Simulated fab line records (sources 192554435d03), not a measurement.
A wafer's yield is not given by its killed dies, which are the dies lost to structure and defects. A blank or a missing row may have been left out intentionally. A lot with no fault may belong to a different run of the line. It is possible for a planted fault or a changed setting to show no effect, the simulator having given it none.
Lot-split experiment -- flow n5_finfet -- 7 lots, 21 wafers read, on a route of 1938 steps

## SPLIT DETAILS
At N5_SD_EPI_N_EPI_21 (deposits Si:P, time 690 s), the setting temp_c was moved away from the recipe's 680 C on 5 of the 21 wafers read, by -0.5% to +0.4%. All remaining wafers had this setting at the recipe value.

## FROM THE SPLIT TO THE READING: what the file shows between them, 7 steps
- N5_SD_EPI_N_PRECLEAN_24: cleans in O3/DIW, time 60 s
- N5_SD_EPI_P_EPI_21: deposits SiGe:B, time 355 s
- N5_SD_EPI_P_HM_STRIP_48: strips SiNx in H3PO4, material SiNx, target depth 3 nm
- N5_SD_EPI_P_SRD_49: time 30 s
- N5_SD_EPI_P_PRECLEAN_24: cleans in O3/DIW, time 45 s
- N5_SD_ACTIVATION_RTA_00: time 0 s
- N5_SD_ACTIVATION_LSA_01: time 0.0008 s

## THE READING
At N5_SD_ACTIVATION_RS_MEAS_03, a four-point-probe measurement gives RS_SD_N in ohm/sq. Fault-free wafers of this fab line usually give 22.0 ohm/sq, standard deviation 0.3 ohm/sq.

wafer,"tool, chamber at the split","temp_c as run, C",against the recipe,"RS_SD_N, ohm/sq",against lot-mates on the recipe
L076.1,"epi_rpcvd-02, 0",680,recipe,21.8,-
L076.2,"epi_rpcvd-02, 0",680,recipe,22.0,-
L076.3,"epi_rpcvd-02, 0",680,recipe,22.3,-
L080.1,"epi_rpcvd-01, 0",677.6,-0.4%,22.7,+0.9
L080.4,"epi_rpcvd-01, 0",680,recipe,21.7,-
L080.5,"epi_rpcvd-01, 0",680,recipe,21.9,-
L083.2,"epi_rpcvd-02, 0",680,recipe,22.5,-
L083.3,"epi_rpcvd-02, 0",680,recipe,22.4,-
L083.4,"epi_rpcvd-02, 0",680,recipe,22.5,-
L084.3,"epi_rpcvd-02, 0",682.8,+0.4%,20.3,-1.1
L084.4,"epi_rpcvd-02, 0",680,recipe,21.2,-
L084.6,"epi_rpcvd-02, 0",680,recipe,21.6,-
L085.3,"epi_rpcvd-02, 0",676.5,-0.5%,23.2,+1.4
L085.4,"epi_rpcvd-02, 0",680,recipe,21.8,-
L085.6,"epi_rpcvd-02, 0",680,recipe,21.7,-
L090.1,"epi_rpcvd-01, 0",676.7,-0.5%,23.0,+1.6
L090.3,"epi_rpcvd-01, 0",680,recipe,21.4,-
L090.4,"epi_rpcvd-01, 0",676.7,-0.5%,22.9,+1.5
L093.1,"epi_rpcvd-03, 0",680,recipe,22.2,-
L093.3,"epi_rpcvd-03, 0",680,recipe,22.0,-
L093.5,"epi_rpcvd-03, 0",680,recipe,22.2,-

THE FIT
A straight line over all 21 wafers: RS_SD_N changes by -2.57 ohm/sq for each +1% of temp_c; r = -0.84; the points scatter about the line by 0.37 ohm/sq.
The same after taking each lot's own level away (the mean of its wafers on the recipe; 21 wafers): -2.92 ohm/sq for each +1%; r = -0.98; scatter 0.13 ohm/sq.
Per that fit: largest temp_c move, reading shift of 1.5 ohm/sq.
Measured against the standard deviation above, the lots' own levels, which go from 21.40 to 22.47 ohm/sq, span 3.6 times it.
Hence the slope depends on the lot-to-lot level, as the two fits are not the same.
Check: for one of the wafers moved furthest among these (-0.5%), held out of the fit, the line's prediction against its lot-mates is +1.53 ohm/sq. It came out at +1.45 ohm/sq against them.

## THE WHOLE CHAIN: every reading that the file lists as answering this split, in the file's order
step,what it does,reading,change (the file's fit),r (the file's)
N5_SD_EPI_N_EPI_21,"deposits Si:P, time 690 s","Si-P_of_SD_EPI_N_EPI_21.thk_nm (the simulator's own value, which no gauge read)",+7.21 nm for each +1% of the setting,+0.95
N5_SD_EPI_P_HM_STRIP_48,"strips SiNx in H3PO4, material SiNx, target depth 3 nm","Si-P_of_SD_EPI_N_EPI_21.thk_nm (the simulator's own value, which no gauge read)",+7.1 nm for each +1% of the setting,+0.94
N5_SD_ACTIVATION_RS_MEAS_03,measures by four-point-probe,RS_SD_N,-2.88 for each +1% of the setting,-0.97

## FILE'S OWN FIT
RS_SD_N changes by -2.88 ohm/sq for each +1% of temp_c, r = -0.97.
